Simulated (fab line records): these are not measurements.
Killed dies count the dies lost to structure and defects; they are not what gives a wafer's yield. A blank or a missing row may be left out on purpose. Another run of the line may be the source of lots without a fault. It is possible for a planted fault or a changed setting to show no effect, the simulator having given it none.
A single fault, viewed from 3 desks / flow n5Finfet / numbers are kept per desk, each desk with only its own; the story behind them comes last

FROM THE METROLOGY DESK
Means of the sampled wafers that have a number, per lot and without regard to the tool the lot ran on: this is what the gauges read. Any lot whose mean is over 4 standard deviations away from the usual mean is out of limits and marked OUT; that distance is given in the brackets. 7 of its 11 readings are shown: the first one out of limits and those lying furthest out on some lot.
Columns: A = IOFF_P at N5_BEOL_M4_RC_MEAS_101, usual 0.219 nA/um; B = ION_N at N5_BEOL_M4_RC_MEAS_101, usual 675 uA/um; C = SS_N at N5_BEOL_M4_RC_MEAS_101, usual 71.5 mV/dec; D = SS_P at N5_BEOL_M4_RC_MEAS_101, usual 73.4 mV/dec; E = VT_N at N5_BEOL_M4_RC_MEAS_101, usual 249.7 mV; F = VT_P at N5_BEOL_M4_RC_MEAS_101, usual -250 mV; G = M12_THK at N5_BEOL_M12_THK_MEAS_50, usual 315 nm
lot=L506; first seen here=day 7 20:59; A=0.203; B=667; C=71.5; D=72.8; E=249.5; F=-249; G=319
lot=L511; first seen here=day 9 10:04; A=0.204; B=681; C=71.7; D=73.4; E=249.9; F=-253; G=450 (+25) OUT
lot=L510; first seen here=day 9 19:47; A=0.222; B=689; C=72.2; D=73.2; E=246.1; F=-251; G=452 (+25) OUT
lot=L513; first seen here=day 9 21:38; A=0.194; B=674; C=71.0; D=73.2; E=249.9; F=-251; G=453 (+25) OUT
lot=L519; first seen here=day 11 06:36; A=0.262; B=672; C=72.3; D=73.4; E=247.4; F=-245; G=312
lot=L521; first seen here=day 12 15:24; A=0.212; B=675; C=71.9; D=73.5; E=248.0; F=-253; G=313
lot=L525; first seen here=day 12 21:46; A=0.232; B=686; C=71.6; D=73.5; E=247.6; F=-250; G=316
lot=L526; first seen here=day 13 02:41; A=0.244; B=677; C=71.4; D=74.2; E=248.9; F=-247; G=321
lot=L529; first seen here=day 14 04:43; A=0.219; B=664; C=72.1; D=73.3; E=251.9; F=-250; G=315
This desk's result: L510, L511, L513 out of limits, first on L511 (M12_THK at N5_BEOL_M12_THK_MEAS_50), day 12 09:53. Within limits: L506, L519, L521, L525, L526, L529.

THE DEFECT DESK
Per lot, the means of the sampled wafers with a number show what the inspections along the route counted. Any lot whose mean is over 4 standard deviations away from the usual mean is out of limits and marked OUT; that distance is given in the brackets.
Columns: A = rawDefectCount at N5_BEOL_M12_INSPECT_55, usual 66
lot=L506; first seen here=day 10 18:30; A=59
lot=L511; first seen here=day 12 10:02; A=2501 (+99 or more) OUT
lot=L510; first seen here=day 12 11:38; A=2465 (+99 or more) OUT
lot=L513; first seen here=day 12 14:49; A=2413 (+99 or more) OUT
lot=L519; first seen here=day 14 03:56; A=45
lot=L521; first seen here=day 15 10:31; A=59
lot=L525; first seen here=day 15 18:50; A=77
lot=L526; first seen here=day 16 05:18; A=64
lot=L529; first seen here=day 17 04:20; A=81
This desk finds L510, L511, L513 out of limits, L511 being first, at day 12 10:02 (rawDefectCount at N5_BEOL_M12_INSPECT_55). Within limits: L506, L519, L521, L525, L526, L529.

DESK OF THE TOOL OWNER: cmp-03
The tool's own readings at N5_BEOL_M12_CMP_49 (polishes, stops on SiOC, t overpolish 20.6 s, target thk 320 nm): means of the sampled wafers that have a number, for each lot that ran on this tool. Any lot whose mean is over 4 standard deviations away from the usual mean is out of limits and marked OUT; that distance is given in the brackets.
Columns: A = barrierFieldEndpointS at N5_BEOL_M12_CMP_49, usual 30.4 s; B = motorCurrentA at N5_BEOL_M12_CMP_49, usual 5.9 A; C = overpolishRunS at N5_BEOL_M12_CMP_49, usual 20.600 s; D = slurryFilterDpKPa at N5_BEOL_M12_CMP_49, usual 13.51 kPa
lot=L506; first seen here=day 10 18:04; A=30.9; B=6.3; C=20.600; D=13.49
lot=L511; first seen here=day 12 09:38; A=46.6 (+28) OUT; B=6.9; C=12.101 (-99 or more) OUT; D=13.69
lot=L510; first seen here=day 12 11:20; A=45.7 (+26) OUT; B=5.7; C=13.057 (-99 or more) OUT; D=13.63
lot=L513; first seen here=day 12 14:31; A=45.8 (+27) OUT; B=6.2; C=12.829 (-99 or more) OUT; D=13.35
lot=L526; first seen here=day 16 04:56; A=31.1; B=6.4; C=20.594; D=13.40
This desk finds L510, L511, L513 out of limits, L511 being first, at day 12 09:38 (barrierFieldEndpointS at N5_BEOL_M12_CMP_49). Within limits: L506, L526.

ALL TOGETHER
An alarm could have come from the tool owner's desk at day 12 09:38, on L510, L511, L513.
Metrology desk: alarm possible at day 12 09:53 on L510, L511, L513.
The defect desk could have raised an alarm at day 12 10:02, on L510, L511, L513.
The lots listed all ran N5_BEOL_M12_CMP_49 on cmp-03.

WHAT THE SIMULATOR HAD PUT IN
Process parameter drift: cmp-03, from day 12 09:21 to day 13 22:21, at N5_BEOL_M12_CMP_49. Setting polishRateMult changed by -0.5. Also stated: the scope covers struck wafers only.
Struck lots among those shown: L510, L511, L513.
Hours from the fault's start to each desk's first reading out of limits: the tool owner's desk, 0; the metrology desk, 1; the defect desk, 1.
